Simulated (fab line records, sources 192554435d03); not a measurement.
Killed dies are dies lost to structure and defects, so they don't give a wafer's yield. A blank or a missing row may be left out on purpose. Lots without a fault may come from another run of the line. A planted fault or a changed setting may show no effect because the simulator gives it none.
Chamber matching | flow n5_finfet | N5_GATE_CUT_DESCUM_18 on rie_diel-01: 4 sister chambers
The step chemistry O2, time 7 s. 18 wafers are shown with their chamber, then 9 later ones without.

WAFERS WITH THEIR CHAMBER
wafer  | chamber | showerhead_plenum_p_Torr (Torr) | drypump_motor_current_A (A) | throttle_valve_pct (%)
L074.2 | 1       | 2.20                            | 6.2                         | 20.50
L074.3 | 2       | 2.15                            | 5.1                         | 20.25
L074.4 | 0       | 2.14                            | 6.1                         | 20.72
L075.1 | 2       | 2.15                            | 5.1                         | 20.24
L075.4 | 1       | 2.20                            | 6.1                         | 20.51
L075.5 | 2       | 2.15                            | 5.1                         | 20.23
L076.3 | 2       | 2.15                            | 5.1                         | 20.24
L076.4 | 1       | 2.20                            | 6.2                         | 20.50
L076.5 | 1       | 2.20                            | 6.2                         | 20.53
L077.3 | 0       | 2.14                            | 6.1                         | 20.74
L077.4 | 3       | 2.03                            | 6.3                         | 20.20
L077.5 | 2       | 2.15                            | 5.1                         | 20.25
L084.2 | 2       | 2.14                            | 5.1                         | 20.26
L084.4 | 1       | 2.19                            | 6.1                         | 20.53
L084.5 | 3       | 2.03                            | 6.3                         | 20.21
L085.1 | 2       | 2.14                            | 5.1                         | 20.27
L085.3 | 0       | 2.14                            | 6.2                         | 20.77
L085.6 | 3       | 2.03                            | 6.3                         | 20.20

SIGNATURES (means of the wafers above)
reading                  | chamber 0 | chamber 1 | chamber 2 | chamber 3 | scatter within a chamber
showerhead_plenum_p_Torr | 2.1400    | 2.1980    | 2.1471    | 2.0300    | 0.00399
drypump_motor_current_A  | 6.133     | 6.160     | 5.100     | 6.300     | 0.0365
throttle_valve_pct       | 20.7433   | 20.5140   | 20.2486   | 20.2033   | 0.0154
Rule: a wafer's distance from a chamber is the root of the sum, over the readings, of the square of ((its reading less the chamber's mean) divided by the reading's scatter). The wafer belongs to the nearest chamber; if the next one is less than 2 further off, it can't be placed. The scatter: the root of (the sum of the squares of (reading less its chamber's mean) over the shown wafers, divided by (wafers less chambers)).

WAFERS WITHOUT THEIR CHAMBER
wafer  | showerhead_plenum_p_Torr (Torr) | drypump_motor_current_A (A) | throttle_valve_pct (%)
L089.1 | 2.14                            | 5.1                         | 20.29
L089.3 | 2.14                            | 6.1                         | 20.74
L089.4 | 2.03                            | 6.3                         | 20.21
L096.1 | 2.14                            | 5.1                         | 20.30
L096.2 | 2.02                            | 6.3                         | 20.22
L096.4 | 2.14                            | 5.1                         | 20.29
L097.3 | 2.14                            | 5.1                         | 20.31
L097.5 | 2.14                            | 5.1                         | 20.30
L097.6 | 2.18                            | 6.1                         | 20.58

WHICH CHAMBER EACH WENT THROUGH
wafer  | from the rows above | in truth
L089.1 | 2                   | 2
L089.3 | 0                   | 0
L089.4 | 3                   | 3
L096.1 | 2                   | 2
L096.2 | 3                   | 3
L096.4 | 2                   | 2
L097.3 | 2                   | 2
L097.5 | 2                   | 2
L097.6 | 1                   | 1
Placed correctly: 9 of 9. Can't be placed from these rows: 0. Placed wrongly: 0.
